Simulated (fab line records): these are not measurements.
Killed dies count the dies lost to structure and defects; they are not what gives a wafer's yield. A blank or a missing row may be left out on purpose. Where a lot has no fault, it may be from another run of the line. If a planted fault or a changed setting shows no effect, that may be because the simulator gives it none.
fab line records -- flow n5-finfet
[record] lots = 12, wafers = 36, last-day = 18
route steps=1938 shown BEOL_M5@1169 PASSIVATION@1936
lots with no fault: from the same line, run without faults
start-h: the number of hours between the record's first day and the start of the first shown wafer of the lot -- wait-h: time in hours since the lot's previous step -- " the same as in the row above -- L1.1+2: a row that stands for several wafers -- - no value present, or no start provided -- * or withheld: withheld -- < > ~ a bound
route shown NAME@n: NAME is a module with steps in the file, n the number in the route of the first one -- usual: average and standard deviation across the fault-free wafers -- same: alike in all rows -- chamber/n: place in a boat -- sites: the reading at each site -- _std_site: how widely they spread, as a standard deviation -- _edge_site: inner sites' mean taken away from outer sites' mean -- radius-mm: for every site, how far away it sits from the centre of the wafer -- mask NAME#n: copy n -- behind: the most recent tool/chamber to have shaped the wafer -- hold: reason for holding the lot/hours on hold/outcome of the hold -- device: which transistor (n, p or np) failed to switch -- end of line: the tests these same wafers got at the end of their route -- a step without rows: its recipe alone -- killed: count of dies lost to structure and defects at first sort (not the wafer's yield) -- map: the dies of a wafer, with x for killed, . for not killed, _ for no die there
set.NAME: the run value of the setting; set.NAME@STEP: its run value at that earlier step -- model.NAME: the simulator's own value behind a step, which no gauge read
a sample of lots followed through the steps of the route, with each step as a table and each wafer as a row
services: the hour from which a tool's chamber was out of use, counted from the record's first day as start-h (under 0 if before that day), plus the number of hours and why
[[steps]]
[step N5_BEOL_M5_CURE_80]
[recipe] temp-c = 370, time-s = 120, ambient = DMADMS/He, material = SiCOH_lowk
[usual] lamp-power-pct = 52.31/0.05, wafer_temp_C_max = 371.9/0.51
lot.wafer,tool,chamber,start-h,wait-h,lamp-power-pct,wafer_temp_C_max
L665.1,uv-cure-03,1,193.69,0.2,52.34,371.5
L665.2,uv-cure-03,1,193.69,0.2,52.33,371.4
L665.6,uv-cure-03,1,193.69,0.2,52.30,371.1
L666.4,uv-cure-02,2,211.97,0.3,52.37,372.0
L666.5,uv-cure-02,2,211.97,0.3,52.33,371.9
L666.6,uv-cure-02,2,211.97,0.3,52.29,371.8
L670.2,uv-cure-01,1,224.51,0.2,52.33,372.1
L670.5,uv-cure-01,1,224.51,0.2,52.24,372.1
L670.6,uv-cure-01,1,224.51,0.2,52.32,372.1
L669.2,uv-cure-03,0,224.54,0.2,52.27,371.6
L669.3,uv-cure-03,0,224.54,0.2,52.32,372.2
L669.4,uv-cure-03,0,224.54,0.2,52.32,372.2
L671.1,uv-cure-01,2,249.63,0.0,52.37,371.5
L671.4,uv-cure-01,2,249.63,0.0,52.37,371.6
L671.5,uv-cure-01,2,249.63,0.0,52.28,372.2
L678.1,uv-cure-02,1,263.07,0.3,52.28,371.6
L678.5,uv-cure-02,1,263.07,0.3,52.35,372.3
L678.6,uv-cure-02,1,263.07,0.3,52.27,371.4
L679.2,uv-cure-02,2,290.26,0.1,52.24,372.1
L679.5,uv-cure-02,2,290.26,0.1,52.27,372.1
L679.6,uv-cure-02,2,290.26,0.1,52.25,371.4
L680.1,uv-cure-03,1,293.33,0.3,52.27,371.3
L680.3,uv-cure-03,1,293.33,0.3,52.37,371.1
L680.4,uv-cure-03,1,293.33,0.3,52.37,371.0
L681.1,uv-cure-02,2,298.63,0.0,52.35,372.4
L681.2,uv-cure-02,2,298.63,0.0,52.31,372.1
L681.3,uv-cure-02,2,298.63,0.0,52.29,372.4
L685.3,uv-cure-03,0,319.33,0.2,52.26,372.0
L685.5,uv-cure-03,0,319.33,0.2,52.29,372.1
L685.6,uv-cure-03,0,319.33,0.2,52.36,372.0
L686.1,uv-cure-03,1,337.58,0.0,52.28,371.5
L686.2,uv-cure-03,1,337.58,0.0,52.35,371.2
L686.4,uv-cure-03,1,337.58,0.0,52.33,371.4
L687.2,uv-cure-02,0,340.32,0.1,52.38,371.3
L687.3,uv-cure-02,0,340.32,0.1,52.32,371.4
L687.5,uv-cure-02,0,340.32,0.1,52.32,371.2
[step N5_BEOL_M5_DEGAS_44]
[recipe] ambient = vacuum, temp-c = 250, time-s = 60
[usual] heater-power-w = 323/28
lot.wafer,tool,chamber,start-h,wait-h,heater-power-w
L665.1,pvd-sputter-03,-,194.01,0.3,295
L665.2,pvd-sputter-03,-,194.01,0.3,326
L665.6,pvd-sputter-03,-,194.01,0.3,379
L666.4,pvd-sputter-03,-,214.02,2.0,322
L666.5,pvd-sputter-03,-,214.02,2.0,312
L666.6,pvd-sputter-03,-,214.02,2.0,332
L670.2,pvd-sputter-01,-,224.98,0.4,309
L670.5,pvd-sputter-01,-,224.98,0.4,342
L670.6,pvd-sputter-01,-,224.98,0.4,313
L669.2,pvd-sputter-02,-,225.02,0.4,306
L669.3,pvd-sputter-02,-,225.02,0.4,368
L669.4,pvd-sputter-02,-,225.02,0.4,312
L671.1,pvd-sputter-02,-,250.82,1.1,366
L671.4,pvd-sputter-02,-,250.82,1.1,309
L671.5,pvd-sputter-02,-,250.82,1.1,303
L678.1,pvd-sputter-02,-,263.41,0.3,289
L678.5,pvd-sputter-02,-,263.41,0.3,310
L678.6,pvd-sputter-02,-,263.41,0.3,280
L679.2,pvd-sputter-02,-,290.65,0.3,307
L679.5,pvd-sputter-02,-,290.65,0.3,308
L679.6,pvd-sputter-02,-,290.65,0.3,365
L680.1,pvd-sputter-01,-,293.68,0.3,326
L680.3,pvd-sputter-01,-,293.68,0.3,342
L680.4,pvd-sputter-01,-,293.68,0.3,294
L681.1,pvd-sputter-03,-,299.06,0.4,333
L681.2,pvd-sputter-03,-,299.06,0.4,306
L681.3,pvd-sputter-03,-,299.06,0.4,321
L685.3,pvd-sputter-02,-,319.75,0.3,311
L685.5,pvd-sputter-02,-,319.75,0.3,310
L685.6,pvd-sputter-02,-,319.75,0.3,278
L686.1,pvd-sputter-02,-,337.91,0.3,309
L686.2,pvd-sputter-02,-,337.91,0.3,367
L686.4,pvd-sputter-02,-,337.91,0.3,288
L687.2,pvd-sputter-01,-,340.68,0.3,341
L687.3,pvd-sputter-01,-,340.68,0.3,325
L687.5,pvd-sputter-01,-,340.68,0.3,302
[step N5_BEOL_M5_SPUTTER_81]
[recipe] material = Cu, target-thk-a = 150, temp-c = -20, chamber-pressure-pa = 0.07, power-w = withheld, time-s = 27.62
[usual] chamber-pressure-pa = 0.07/0.00015, throttle-valve-pct = 29.9/0.91
lot.wafer,tool,chamber,start-h,wait-h,chamber-pressure-pa,throttle-valve-pct
L665.1,pvd-sputter-02,-,196.38,0.5,0.06984,29.9
L665.2,pvd-sputter-02,-,196.38,0.5,0.07004,30.0
L665.6,pvd-sputter-02,-,196.38,0.5,0.07012,30.3
L666.4,pvd-sputter-03,-,215.91,0.5,0.07026,28.9
L666.5,pvd-sputter-03,-,215.91,0.5,0.07023,28.9
L666.6,pvd-sputter-03,-,215.91,0.5,0.06984,31.5
L669.2,pvd-sputter-01,-,226.87,0.5,0.06999,30.9
L669.3,pvd-sputter-01,-,226.87,0.5,0.07005,30.1
L669.4,pvd-sputter-01,-,226.87,0.5,0.06991,29.0
L670.2,pvd-sputter-02,-,228.93,0.5,0.06976,29.9
L670.5,pvd-sputter-02,-,228.93,0.5,0.06985,30.1
L670.6,pvd-sputter-02,-,228.93,0.5,0.0699,30.5
L671.1,pvd-sputter-03,-,252.48,0.5,0.06999,28.9
L671.4,pvd-sputter-03,-,252.48,0.5,0.07008,31.6
L671.5,pvd-sputter-03,-,252.48,0.5,0.07011,28.1
L678.1,pvd-sputter-03,-,266.62,0.5,0.06991,29.2
L678.5,pvd-sputter-03,-,266.62,0.5,0.06983,29.2
L678.6,pvd-sputter-03,-,266.62,0.5,0.07003,28.0
L679.2,pvd-sputter-03,-,293.82,0.5,0.06386,29.6
L679.5,pvd-sputter-03,-,293.82,0.5,0.0701,29.6
L679.6,pvd-sputter-03,-,293.82,0.5,0.06371,29.5
L680.1,pvd-sputter-02,-,295.69,0.5,0.06995,30.5
L680.3,pvd-sputter-02,-,295.69,0.5,0.06983,29.9
L680.4,pvd-sputter-02,-,295.69,0.5,0.0698,29.8
L681.1,pvd-sputter-03,-,300.81,0.5,0.07016,31.5
L681.2,pvd-sputter-03,-,300.81,0.5,0.07001,29.7
L681.3,pvd-sputter-03,-,300.81,0.5,0.06387,29.4
L685.3,pvd-sputter-02,-,321.58,0.5,0.06996,29.7
L685.5,pvd-sputter-02,-,321.58,0.5,0.06995,29.8
L685.6,pvd-sputter-02,-,321.58,0.5,0.06982,29.8
L686.1,pvd-sputter-02,-,341.22,0.5,0.06999,29.5
L686.2,pvd-sputter-02,-,341.22,0.5,0.07001,30.6
L686.4,pvd-sputter-02,-,341.22,0.5,0.07015,29.8
L687.2,pvd-sputter-01,-,342.60,0.5,0.07025,28.8
L687.3,pvd-sputter-01,-,342.60,0.5,0.07029,30.1
L687.5,pvd-sputter-01,-,342.60,0.5,0.07001,31.0
[step N5_BEOL_M5_SPUTTER_90]
[recipe] material = Cu, target-thk-a = 45, temp-c = -20, chamber-pressure-pa = 0.07, power-w = withheld, time-s = 8.29
[usual] chamber-pressure-pa = 0.07001/0.00015, throttle-valve-pct = 29.9/0.87
lot.wafer,tool,chamber,start-h,wait-h,chamber-pressure-pa,throttle-valve-pct
L665.1,pvd-sputter-02,-,199.64,0.5,0.06975,29.7
L665.2,pvd-sputter-02,-,199.64,0.5,0.07039,30.1
L665.6,pvd-sputter-02,-,199.64,0.5,0.06992,30.5
L666.4,pvd-sputter-03,-,219.17,0.5,0.06998,29.4
L666.5,pvd-sputter-03,-,219.17,0.5,0.0701,29.0
L666.6,pvd-sputter-03,-,219.17,0.5,0.06995,31.5
L669.2,pvd-sputter-01,-,230.13,0.5,0.07007,30.9
L669.3,pvd-sputter-01,-,230.13,0.5,0.07008,30.4
L669.4,pvd-sputter-01,-,230.13,0.5,0.07009,29.1
L670.2,pvd-sputter-02,-,232.19,0.5,0.07006,29.7
L670.5,pvd-sputter-02,-,232.19,0.5,0.07036,30.0
L670.6,pvd-sputter-02,-,232.19,0.5,0.07019,30.1
L671.1,pvd-sputter-03,-,255.74,0.5,0.07025,29.4
L671.4,pvd-sputter-03,-,255.74,0.5,0.07004,31.4
L671.5,pvd-sputter-03,-,255.74,0.5,0.07002,28.1
L678.1,pvd-sputter-03,-,269.88,0.5,0.06999,29.1
L678.5,pvd-sputter-03,-,269.88,0.5,0.0701,29.1
L678.6,pvd-sputter-03,-,269.88,0.5,0.07004,28.0
L679.2,pvd-sputter-03,-,297.08,0.5,0.06992,28.2
L679.5,pvd-sputter-03,-,297.08,0.5,0.07,29.7
L679.6,pvd-sputter-03,-,297.08,0.5,0.06999,28.2
L680.1,pvd-sputter-02,-,298.95,0.5,0.07014,30.5
L680.3,pvd-sputter-02,-,298.95,0.5,0.07029,30.0
L680.4,pvd-sputter-02,-,298.95,0.5,0.0701,29.6
L681.1,pvd-sputter-03,-,304.07,0.5,0.07024,31.6
L681.2,pvd-sputter-03,-,304.07,0.5,0.07024,29.4
L681.3,pvd-sputter-03,-,304.07,0.5,0.07004,28.0
L685.3,pvd-sputter-02,-,324.84,0.5,0.07009,29.9
L685.5,pvd-sputter-02,-,324.84,0.5,0.0701,29.8
L685.6,pvd-sputter-02,-,324.84,0.5,0.07002,29.9
L686.1,pvd-sputter-02,-,344.48,0.5,0.06997,29.5
L686.2,pvd-sputter-02,-,344.48,0.5,0.06997,30.4
L686.4,pvd-sputter-02,-,344.48,0.5,0.0701,29.9
L687.2,pvd-sputter-01,-,345.86,0.5,0.07001,29.0
L687.3,pvd-sputter-01,-,345.86,0.5,0.06997,30.2
L687.5,pvd-sputter-01,-,345.86,0.5,0.06991,30.9
[step N5_PASSIVATION_PROBE_49]
[usual] defect-limited-yield = 91.1/1.5, killed_at_M0_to_M3 = 33/9.9, killed_at_M4_up = 14/5.2, killed-at-contacts = 12/6.7, killed-at-front-end = 43/13, killed-at-other = 3.4/2.7, killed-dies = 105/17, killed-open = 69/13, killed-short = 33/7.5, sort_bin_5_function = 5.2/0.91, sort_bin_6_memory = 3.3/0.71, sort_bin_8_speed = 0.00/0.032, sort-n-pass = 1075/17, sort-yield-pct = 91.1/1.5
[same] gross-dies = 1180, killed-at-back-side = 0, sort_bin_4_leakage[%] = 0
lot.wafer,tool,chamber,start-h,wait-h,defect-limited-yield[%],killed_at_M0_to_M3,killed_at_M4_up,killed-at-contacts,killed-at-front-end,killed-at-other,killed-dies,killed-open,killed-short,sort_bin_5_function[%],sort_bin_6_memory[%],sort_bin_8_speed[%],sort-n-pass,sort-yield-pct[%]
L665.1,prober-01,-,299.52,0.0,90.5,25,24,11,49,3,112,76,33,6.1,2.9,0,1068,90.5
L665.2,prober-01,-,299.57,0.1,88.1,22,18,20,75,5,140,101,31,5.8,5.2,0,1040,88.1
L665.6,prober-01,-,299.77,0.3,88.6,29,11,21,70,3,134,89,45,6.9,4.2,0,1046,88.6
L666.4,prober-02,-,316.36,0.2,91.4,39,13,8,40,1,101,68,33,5.3,3.1,0,1079,91.4
L666.5,prober-02,-,316.41,0.2,91.2,48,11,2,41,2,104,68,36,5.6,3.0,0,1076,91.2
L666.6,prober-02,-,316.46,0.3,92.7,29,11,7,38,1,86,52,33,4.2,2.7,0,1094,92.7
L669.2,prober-01,-,316.88,0.1,91.2,26,19,6,48,5,104,76,28,5.9,2.9,0,1076,91.2
L669.3,prober-01,-,316.93,0.1,91.4,16,15,3,62,6,102,56,45,4.8,3.6,0,1078,91.4
L669.4,prober-01,-,316.98,0.2,90.3,32,22,6,49,5,114,74,35,5.2,4.3,0,1066,90.3
L670.2,prober-01,-,328.84,0.1,92.9,21,6,12,44,1,84,58,23,4.3,2.5,0,1096,92.9
L670.5,prober-01,-,328.99,0.2,90.8,30,14,18,47,0,109,70,38,5.2,3.4,0,1071,90.8
L670.6,prober-01,-,329.04,0.3,91.0,26,7,15,56,2,106,51,54,4.8,3.7,0,1074,91.0
L671.1,prober-01,-,342.58,0.0,89.2,53,19,14,39,2,127,80,44,5.8,4.6,0,1053,89.2
L671.4,prober-01,-,342.73,0.2,92.3,34,12,12,33,0,91,67,24,4.9,2.6,0,1089,92.3
L671.5,prober-01,-,342.78,0.2,91.1,33,18,5,48,1,105,64,32,4.7,3.1,0,1075,91.1
L678.1,prober-02,-,360.23,0.0,91.1,47,9,16,30,3,105,64,39,5.8,3.0,0,1075,91.1
L678.5,prober-02,-,360.43,0.2,92.1,32,17,10,28,6,93,58,33,5.2,2.4,0,1087,92.1
L678.6,prober-02,-,360.48,0.3,92.5,29,10,21,28,1,89,57,32,5.1,2.5,0.17,1089,92.3
L679.2,prober-01,-,384.05,0.8,93.4,28,10,9,30,1,78,52,25,3.8,2.5,0,1102,93.4
L679.5,prober-01,-,384.20,1.0,91.4,38,6,5,53,0,102,80,22,5.8,2.7,0,1078,91.4
L679.6,prober-01,-,384.25,1.0,92.9,15,12,1,55,1,84,45,38,4.4,2.5,0,1096,92.9
L680.1,prober-01,-,396.81,0.0,90.4,41,27,23,19,3,113,86,26,5.8,3.5,0,1067,90.4
L680.3,prober-01,-,396.91,0.1,88.6,37,21,29,38,9,134,94,38,6.7,4.2,0,1046,88.6
L680.4,prober-01,-,396.96,0.2,92.3,30,22,19,18,2,91,70,19,5.0,2.5,0,1089,92.3
L681.1,prober-02,-,397.43,0.0,89.9,46,14,6,50,3,119,79,39,6.3,3.6,0,1061,89.9
L681.2,prober-02,-,397.48,0.1,88.1,36,12,12,78,3,141,91,48,6.4,5.2,0,1039,88.1
L681.3,prober-02,-,397.53,0.1,89.2,27,12,18,70,1,128,85,41,6.4,4.1,0,1052,89.2
L685.3,prober-02,-,417.63,0.1,91.2,45,17,5,25,12,104,69,35,5.3,3.1,0,1076,91.2
L685.5,prober-02,-,417.73,0.2,93.6,25,10,2,32,7,76,51,25,3.6,2.6,0,1104,93.6
L685.6,prober-02,-,417.78,0.3,94.0,35,15,4,15,2,71,45,26,3.5,2.2,0,1109,94.0
L686.1,prober-01,-,432.35,0.0,91.3,40,8,12,41,2,103,65,35,4.3,4.2,0,1077,91.3
L686.2,prober-01,-,432.40,0.1,91.1,37,15,8,39,6,105,71,34,5.3,3.5,0,1075,91.1
L686.4,prober-01,-,432.50,0.2,92.4,34,4,11,40,1,90,58,32,4.1,3.0,0,1090,92.4
L687.2,prober-01,-,438.40,0.1,89.2,35,20,17,54,2,128,81,41,6.1,3.9,0,1052,89.2
L687.3,prober-01,-,438.45,0.1,89.5,57,9,12,42,4,124,74,49,6.1,4.2,0,1056,89.5
L687.5,prober-01,-,438.55,0.2,91.6,38,9,10,38,4,99,57,37,4.7,3.3,0,1081,91.6
// killed by level:class
L665.1 FIN_SAQP:geometric-particle:short=15 MOL_CONTACT_COAG:geometric-particle:open=11 STI_FIN_REVEAL:geometric-particle:open=10 BEOL_M4:geometric-particle:open=9 BEOL_M2:geometric-particle:open=8 GATE_CUT:geometric-particle:short=6 BEOL_M0_SAQP:geometric-particle:open=6 FIN_SAQP:geometric-particle:open=4
L665.2 FIN_SAQP:geometric-particle:open=20 STI_FIN_REVEAL:geometric-particle:open=17 MOL_CONTACT_COAG:geometric-particle:open=16 BEOL_M4:geometric-particle:open=8 DUMMY_GATE:geometric-particle:open=6 BEOL_M0_SAQP:geometric-particle:open=6 BEOL_M2:geometric-particle:open=6 HKMG_FIN:area-etch=6
L665.6 MOL_CONTACT_COAG:geometric-particle:open=18 STI_FIN_REVEAL:geometric-particle:open=16 FIN_SAQP:geometric-particle:short=14 FIN_SAQP:geometric-particle:open=12 BEOL_M1:geometric-particle:open=8 BEOL_M0_SAQP:geometric-particle:short=6 BEOL_M4:geometric-particle:open=6 GATE_CUT:geometric-particle:open=5
L666.4 BEOL_M2:geometric-particle:open=15 STI_FIN_REVEAL:geometric-particle:open=10 MOL_CONTACT_COAG:geometric-particle:open=8 BEOL_M0:geometric-particle:open=7 BEOL_M4:geometric-particle:short=6 BEOL_M3:geometric-particle:open=5 DUMMY_GATE:geometric-particle:open=4 ILD0:geometric-particle:short=4
L666.5 STI_FIN_REVEAL:geometric-particle:open=16 BEOL_M2:geometric-particle:open=11 BEOL_M0_SAQP:geometric-particle:open=10 BEOL_M1:geometric-particle:open=8 FIN_SAQP:geometric-particle:short=7 BEOL_M0_SAQP:geometric-particle:short=5 BEOL_M1:geometric-particle:short=5 BEOL_M2:geometric-particle:short=4
L666.6 BEOL_M2:geometric-particle:open=13 FIN_SAQP:geometric-particle:short=11 BEOL_M0_SAQP:geometric-particle:short=7 MOL_CONTACT_COAG:geometric-particle:open=6 FIN_SAQP:geometric-particle:open=5 BEOL_M0:geometric-particle:open=5 BEOL_M4:geometric-particle:open=5 STARTING-WAFER:geometric-particle:short=5
L669.2 FIN_SAQP:geometric-particle:short=9 DUMMY_GATE:geometric-particle:open=9 BEOL_M0_SAQP:geometric-particle:open=9 FIN_SAQP:geometric-particle:open=8 BEOL_M3:geometric-particle:open=6 STI_FIN_REVEAL:geometric-particle:open=6 BEOL_M5:geometric-particle:open=6 STARTING-WAFER:geometric-particle:open=6
L669.3 FIN_SAQP:geometric-particle:short=15 DUMMY_GATE:geometric-particle:open=12 FIN_SAQP:geometric-particle:open=8 BEOL_M3:geometric-particle:open=5 DUMMY_GATE:geometric-particle:short=4 FIN_CUT:geometric-particle:short=3 STI_FIN_REVEAL:geometric-particle:open=3 BEOL_M8:geometric-particle:open=3
L669.4 DUMMY_GATE:geometric-particle:open=10 STI_FIN_REVEAL:geometric-particle:open=9 BEOL_M0_SAQP:geometric-particle:open=8 BEOL_M0_SAQP:geometric-particle:short=8 FIN_SAQP:geometric-particle:short=7 FIN_SAQP:geometric-particle:open=6 DUMMY_GATE:geometric-particle:short=6 MOL_CONTACT_COAG:geometric-particle:open=6
L670.2 STI_FIN_REVEAL:geometric-particle:open=12 MOL_CONTACT_COAG:geometric-particle:open=9 FIN_SAQP:geometric-particle:open=8 FIN_SAQP:geometric-particle:short=8 BEOL_M3:geometric-particle:open=8 STARTING-WAFER:geometric-particle:open=4 DUMMY_GATE:geometric-particle:open=4 MOL_CONTACT_COAG:geometric-particle:short=3
L670.5 MOL_CONTACT_COAG:geometric-particle:open=14 BEOL_M3:geometric-particle:open=11 STI_FIN_REVEAL:geometric-particle:open=10 FIN_SAQP:geometric-particle:open=8 FIN_SAQP:geometric-particle:short=8 BEOL_M4:geometric-particle:open=8 BEOL_M3:geometric-particle:short=5 GATE_CUT:geometric-particle:open=4
L670.6 FIN_SAQP:geometric-particle:short=16 BEOL_M0_SAQP:geometric-particle:short=16 STI_FIN_REVEAL:geometric-particle:open=11 MOL_CONTACT_COAG:geometric-particle:open=11 FIN_SAQP:geometric-particle:open=6 DUMMY_GATE:geometric-particle:open=5 ILD0:geometric-particle:short=4 GATE_CUT:geometric-particle:short=4
L671.1 BEOL_M1:geometric-particle:open=12 MOL_CONTACT_COAG:geometric-particle:open=12 BEOL_M0_SAQP:geometric-particle:short=12 BEOL_M2:geometric-particle:open=11 FIN_SAQP:geometric-particle:short=8 FIN_SAQP:geometric-particle:open=7 BEOL_M3:geometric-particle:open=7 STI_FIN_REVEAL:geometric-particle:open=6
L671.4 BEOL_M3:geometric-particle:open=17 MOL_CONTACT_COAG:geometric-particle:open=11 FIN_SAQP:geometric-particle:open=7 STI_FIN_REVEAL:geometric-particle:open=6 BEOL_M0_SAQP:geometric-particle:short=5 ILD0:geometric-particle:open=4 GATE_CUT:geometric-particle:open=4 BEOL_M2:geometric-particle:open=4
L671.5 HKMG_FIN:area-etch=9 STI_FIN_REVEAL:geometric-particle:open=8 FIN_SAQP:geometric-particle:open=7 BEOL_M0_SAQP:geometric-particle:short=6 DUMMY_GATE:geometric-particle:open=5 BEOL_M4:geometric-particle:short=5 BEOL_M0_SAQP:geometric-particle:open=5 BEOL_M1:geometric-particle:open=5
L678.1 BEOL_M0_SAQP:geometric-particle:short=13 BEOL_M2:geometric-particle:open=12 MOL_CONTACT_COAG:geometric-particle:open=11 BEOL_M0_SAQP:geometric-particle:open=8 BEOL_M1:geometric-particle:open=8 FIN_SAQP:geometric-particle:open=7 FIN_SAQP:geometric-particle:short=6 MOL_CONTACT_COAG:geometric-particle:short=5
L678.5 BEOL_M2:geometric-particle:open=11 FIN_SAQP:geometric-particle:short=8 BEOL_M1:geometric-particle:open=8 BEOL_M4:geometric-particle:open=8 FIN_SAQP:geometric-particle:open=7 MOL_CONTACT_COAG:geometric-particle:open=6 MIM_TOP_ETCH:geometric-particle:short=5 MOL_CONTACT_COAG:geometric-particle:short=4
L678.6 MOL_CONTACT_COAG:geometric-particle:open=19 FIN_SAQP:geometric-particle:short=8 BEOL_M0_SAQP:geometric-particle:short=6 FIN_SAQP:geometric-particle:open=5 BEOL_M1:geometric-particle:open=5 STI_FIN_REVEAL:geometric-particle:open=4 BEOL_M0_SAQP:geometric-particle:open=4 BEOL_M2:geometric-particle:open=4
L679.2 BEOL_M2:geometric-particle:open=18 MOL_CONTACT_COAG:geometric-particle:open=6 GATE_CUT:geometric-particle:short=5 FIN_SAQP:geometric-particle:open=4 FIN_SAQP:geometric-particle:short=4 GATE_CUT:geometric-particle:open=4 STARTING-WAFER:geometric-particle:open=4 BEOL_M2:geometric-particle:short=4
L679.5 STI_FIN_REVEAL:geometric-particle:open=22 BEOL_M2:geometric-particle:open=16 FIN_SAQP:geometric-particle:open=13 BEOL_M3:geometric-particle:open=7 FIN_SAQP:geometric-particle:short=5 MOL_CONTACT_COAG:geometric-particle:open=5 STI_FIN_REVEAL:geometric-particle:short=4 BEOL_M0_SAQP:geometric-particle:open=4
L679.6 FIN_SAQP:geometric-particle:short=15 STI_FIN_REVEAL:geometric-particle:open=8 GATE_CUT:geometric-particle:short=8 FIN_SAQP:geometric-particle:open=6 STARTING-WAFER:geometric-particle:short=5 BEOL_M2:geometric-particle:open=5 DUMMY_GATE:geometric-particle:open=4 BEOL_M1:geometric-particle:open=4
L680.1 MOL_CONTACT_COAG:geometric-particle:open=17 BEOL_M0_SAQP:geometric-particle:open=13 BEOL_M2:geometric-particle:open=12 BEOL_M4:geometric-particle:open=12 MOL_CONTACT_COAG:geometric-particle:short=6 BEOL_M1:geometric-particle:open=5 BEOL_M4:geometric-particle:short=5 STI_FIN_REVEAL:geometric-particle:open=4
L680.3 MOL_CONTACT_COAG:geometric-particle:open=26 BEOL_M3:geometric-particle:open=13 STI_FIN_REVEAL:geometric-particle:open=9 BEOL_M0_SAQP:geometric-particle:short=7 BEOL_M4:geometric-particle:open=7 BEOL_M0_SAQP:geometric-particle:open=6 FIN_SAQP:geometric-particle:short=5 FIN_SAQP:geometric-particle:open=4
L680.4 MOL_CONTACT_COAG:geometric-particle:open=16 BEOL_M4:geometric-particle:open=12 BEOL_M3:geometric-particle:open=7 BEOL_M0:geometric-particle:open=6 STI_FIN_REVEAL:geometric-particle:open=5 BEOL_M2:geometric-particle:open=5 BEOL_M0_SAQP:geometric-particle:short=4 MOL_CONTACT_COAG:geometric-particle:short=3
L681.1 BEOL_M3:geometric-particle:open=19 FIN_SAQP:geometric-particle:open=16 FIN_SAQP:geometric-particle:short=11 BEOL_M0_SAQP:geometric-particle:short=8 MOL_CONTACT_COAG:geometric-particle:open=6 BEOL_M0_SAQP:geometric-particle:open=6 STI_FIN_REVEAL:geometric-particle:open=5 BEOL_M0:geometric-particle:open=5
L681.2 FIN_SAQP:geometric-particle:open=22 FIN_SAQP:geometric-particle:short=18 STI_FIN_REVEAL:geometric-particle:open=12 BEOL_M0_SAQP:geometric-particle:open=8 BEOL_M3:geometric-particle:open=8 MOL_CONTACT_COAG:geometric-particle:open=7 BEOL_M0_SAQP:geometric-particle:short=6 MOL_CONTACT_COAG:geometric-particle:short=5
L681.3 FIN_SAQP:geometric-particle:open=27 FIN_SAQP:geometric-particle:short=13 STI_FIN_REVEAL:geometric-particle:open=10 MOL_CONTACT_COAG:geometric-particle:open=10 BEOL_M0_SAQP:geometric-particle:short=9 MOL_CONTACT_COAG:geometric-particle:short=7 GATE_CUT:geometric-particle:short=4 GATE_CUT:geometric-particle:open=4
L685.3 BEOL_M0_SAQP:geometric-particle:open=16 BEOL_M0_SAQP:geometric-particle:short=11 BEOL_M4:geometric-particle:open=11 BEOL_M0:geometric-particle:open=5 BEOL_M2:geometric-particle:open=5 MOL_CONTACT_COAG:geometric-particle:open=4 PASS1_CAP:geometric-particle:open=4 FIN_SAQP:geometric-particle:open=3
L685.5 BEOL_M0_SAQP:geometric-particle:open=12 DUMMY_GATE:geometric-particle:open=10 BEOL_M0_SAQP:geometric-particle:short=6 STARTING-WAFER:geometric-particle:open=6 BEOL_M4:geometric-particle:open=5 FIN_SAQP:geometric-particle:open=4 STARTING-WAFER:geometric-particle:short=4 DUMMY_GATE:geometric-particle:short=3
L685.6 BEOL_M0_SAQP:geometric-particle:short=12 BEOL_M0_SAQP:geometric-particle:open=10 BEOL_M4:geometric-particle:open=6 DUMMY_GATE:geometric-particle:open=4 MOL_CONTACT_COAG:geometric-particle:open=4 BEOL_M6:geometric-particle:open=4 FIN_SAQP:geometric-particle:open=3 BEOL_M0:geometric-particle:open=3
L686.1 MOL_CONTACT_COAG:geometric-particle:open=9 FIN_SAQP:geometric-particle:short=8 BEOL_M0_SAQP:geometric-particle:open=7 STI_FIN_REVEAL:geometric-particle:open=6 BEOL_M1:geometric-particle:open=6 BEOL_M2:geometric-particle:open=6 BEOL_M3:geometric-particle:open=6 DUMMY_GATE:geometric-particle:open=5
L686.2 FIN_SAQP:geometric-particle:short=7 FIN_SAQP:geometric-particle:open=7 BEOL_M0_SAQP:geometric-particle:short=7 BEOL_M1:geometric-particle:open=7 BEOL_M3:geometric-particle:open=7 BEOL_M0_SAQP:geometric-particle:open=6 BEOL_M8:geometric-particle:open=6 MOL_CONTACT_COAG:geometric-particle:open=5
L686.4 MOL_CONTACT_COAG:geometric-particle:open=11 BEOL_M0_SAQP:geometric-particle:open=10 BEOL_M0_SAQP:geometric-particle:short=9 DUMMY_GATE:geometric-particle:open=7 STI_FIN_REVEAL:geometric-particle:open=5 GATE_CUT:geometric-particle:short=4 GATE_CUT:geometric-particle:open=4 BEOL_M1:geometric-particle:open=4
L687.2 MOL_CONTACT_COAG:geometric-particle:open=14 BEOL_M0_SAQP:geometric-particle:open=10 FIN_SAQP:geometric-particle:open=9 FIN_SAQP:geometric-particle:short=9 STI_FIN_REVEAL:geometric-particle:open=8 BEOL_M4:geometric-particle:open=7 DUMMY_GATE:geometric-particle:open=6 BEOL_M3:geometric-particle:open=6
L687.3 MOL_CONTACT_COAG:geometric-particle:open=11 BEOL_M0_SAQP:geometric-particle:short=11 BEOL_M1:geometric-particle:short=9 FIN_SAQP:geometric-particle:open=8 BEOL_M0_SAQP:geometric-particle:open=8 BEOL_M3:geometric-particle:open=8 GATE_CUT:geometric-particle:short=6 BEOL_M0:geometric-particle:open=6
L687.5 FIN_SAQP:geometric-particle:short=10 MOL_CONTACT_COAG:geometric-particle:open=8 BEOL_M0_SAQP:geometric-particle:short=7 BEOL_M1:geometric-particle:open=7 FIN_SAQP:geometric-particle:open=6 BEOL_M2:geometric-particle:open=6 GATE_CUT:geometric-particle:open=5 BEOL_M0_SAQP:geometric-particle:open=5
[[services]]
tool,chamber,start-h,hours,kind
uv-cure-03,-,186.82,0.8,repair
uv-cure-02,-,192.82,7.5,pm
uv-cure-01,-,230.28,7.5,pm
uv-cure-03,-,239.14,13.3,repair
uv-cure-02,-,241.75,0.9,repair
uv-cure-03,-,261.69,2.8,repair
uv-cure-01,-,290.49,2.1,pm
pvd-sputter-01,-,312.40,8.6,repair
[[key]]
[first-sign] step = N5_BEOL_M5_SPUTTER_81, reading = chamber-pressure-pa, direction = down, sigmas = 43, usual = 0.07, struck = 0.06381
effect none on later readings
met-at N5_BEOL_M5_SPUTTER_81
struck-lots L679,L681
struck-wafers L679.2,L679.6,L681.3
not-acting-at N5_BEOL_M5_CURE_80,N5_BEOL_M5_DEGAS_44,N5_BEOL_M5_SPUTTER_90
onset-between 266.62 293.82
[fault] kind = process-parameter-drift, tool = pvd-sputter-03, chamber = -, onset-h = 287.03, steps = N5_BEOL_M5_SPUTTER_81, channel = chamber-pressure-pa, offset = -0.0061199, shape = step, end-h = 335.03, acts-in = these-recipes-only, stated = 0.07, scope = struck-wafers-only
